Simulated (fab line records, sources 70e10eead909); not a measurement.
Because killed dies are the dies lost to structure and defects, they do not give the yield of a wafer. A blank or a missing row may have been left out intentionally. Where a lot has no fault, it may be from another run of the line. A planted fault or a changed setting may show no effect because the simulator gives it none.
A struck lot beside a sound one :: flow nandHarc :: 15 steps out of a route of 1302
Sound: wafers L705.2, L705.3, L705.6. The struck wafers were L714.1, L714.4, L714.5. The cause comes at the end.
Each step with rows lists, per side, the tool, then ch with its chambers, then its first start. Under that, the readings that differ: sound wafers :: struck wafers :: difference of the means :: sigmas: that difference in standard deviations of wafers without a fault.
alike: a reading whose means differ by less than 2 such deviations, as well as words and numbers matching on both sides. not compared: withheld readings; readings where some wafer has no value; bounds like >300 that might hide an equal value; numbers whose values overlap and for which the record gives no deviation.
The two part at a step that has a row with sigmas, a row that says differs or no value, or rows on one side only. Non-overlapping numbers with no deviation appear without sigmas and do not part them. A reading missing from all wafers of one side parts the sides only when that side holds two or more wafers.

first, 4 steps without rows for these wafers: NHARC_P_BONDPAD_EBR_05; NHARC_P_BONDPAD_EXPOSE_06 (exposes mask P BPAD); NHARC_P_BONDPAD_PEB_07 (peb time 80 s); NHARC_P_BONDPAD_DEVELOP_08 (time 50 s).
NHARC_P_BONDPAD_CD_MEAS_09: the cd target is 500 nm.
  sound on cdSem-01 ch 0, day 7 07:43; struck on cdSem-01 ch 0, day 11 04:25
  alike: cdNm
NHARC_P_BONDPAD_OVL_MEAS_38:
  sound on overlay-02, day 7 07:48; struck on overlay-02, day 11 04:30
reading: overlayYNm (nm)
sound: 3 4 4
struck: -6 -6 -7
difference: -10
sigmas: -2
  alike: overlayXNm
then, 1 step without rows for these wafers: NHARC_P_BONDPAD_HARDBAKE_10 (time 65 s).
NHARC_P_BONDPAD_DESCUM_11: chemistry O2, time 3 s.
  sound on rieDiel-12 ch 0,3, day 7 07:56; struck on rieDiel-01 ch 0,1, day 11 04:38
  alike: drypumpMotorCurrentA, oesProductAu, rfVppV, showerheadPlenumPTorr, throttleValvePct
  not compared: rfHoursCounterH
NHARC_P_BONDPAD_ETCH_37: etches the open film in N2/H2, target depth 60 nm, overetch 18 nm, time 65.91 s.
  sound on rieDiel-12 ch 1,2,3, day 7 08:01; struck on rieDiel-01 ch 0,2,3, day 11 04:43
  alike: biasW, chamberPressureMTorr, drypumpMotorCurrentA, oesProductAu, rfVppV, showerheadPlenumPTorr, throttleValvePct
  not compared: rfHoursCounterH
NHARC_P_BONDPAD_ETCH_12: etches the open film in CHF3/O2, target depth 200 nm, time 100 s.
  sound: rieDiel-12 ch 1,2,3; struck: rieDiel-01 ch 1,2
  alike: biasW, chamberPressureMTorr, drypumpMotorCurrentA, oesProductAu, rfVppV, showerheadPlenumPTorr, throttleValvePct
  not compared: rfHoursCounterH
NHARC_P_BONDPAD_CD_MEAS_13:
  sound on cdSem-03, day 7 08:14; struck on cdSem-01, day 11 04:56
  alike: cdNm
NHARC_P_BONDPAD_STRIP_15: strips in O2.
  sound on rieDiel-12 ch 0,2,3, day 7 08:19; struck on rieDiel-09 ch 1,2, day 11 05:02
  alike: drypumpMotorCurrentA, oesProductAu, rfVppV, showerheadPlenumPTorr, throttleValvePct
  not compared: rfHoursCounterH
NHARC_P_BONDPAD_ETCH_24: etches the open film in CF4/N2, target depth 30 nm, time 72.99 s.
  sound on rieDiel-12 ch 0,2, day 7 08:28; struck on rieDiel-09 ch 1,2,3, day 11 05:12
  no value came back on the struck wafers for any of 7 readings (biasW (W), cf4FlowSccm (sccm) and others); on the sound wafers biasW (W) reads 100.2 99.3 99.5
  not compared: rfHoursCounterH
then, 1 step without rows for these wafers: NHARC_P_BONDPAD_STRIP_16 (strips in post etch residue remover, time 600 s).
-- the record jumps here: 18 days lie between the struck wafers' starts before and after (it left off in module P_BONDPAD and takes up again in module END, whose first step shown is number 1302 of the route) --
NHARC_END_SORT_01:
  sound on prober-02 ch 0, day 25 05:05; struck on prober-01 ch 0, day 29 11:13
reading: defectLimitedYield (%)
sound: 86.3 89.5 87.4
struck: 0 0 0
difference: -88
sigmas: -31

reading: killedAtArray
sound: 93 65 83
struck: 28 42 48
difference: -41
sigmas: -2

reading: killedAtPeriphery
sound: 0 3 2
struck: 649 634 628
difference: +635
sigmas: +99 or more

reading: killedDies
sound: 93 71 85
struck: 677 677 677
difference: +594
sigmas: +31
  alike: killedAtOther, killedOpen, killedShort

== WHERE THEY PART ==
Earliest at NHARC_P_BONDPAD_OVL_MEAS_38; latest, in this record, at NHARC_END_SORT_01.

WHY: the cause the simulator had injected
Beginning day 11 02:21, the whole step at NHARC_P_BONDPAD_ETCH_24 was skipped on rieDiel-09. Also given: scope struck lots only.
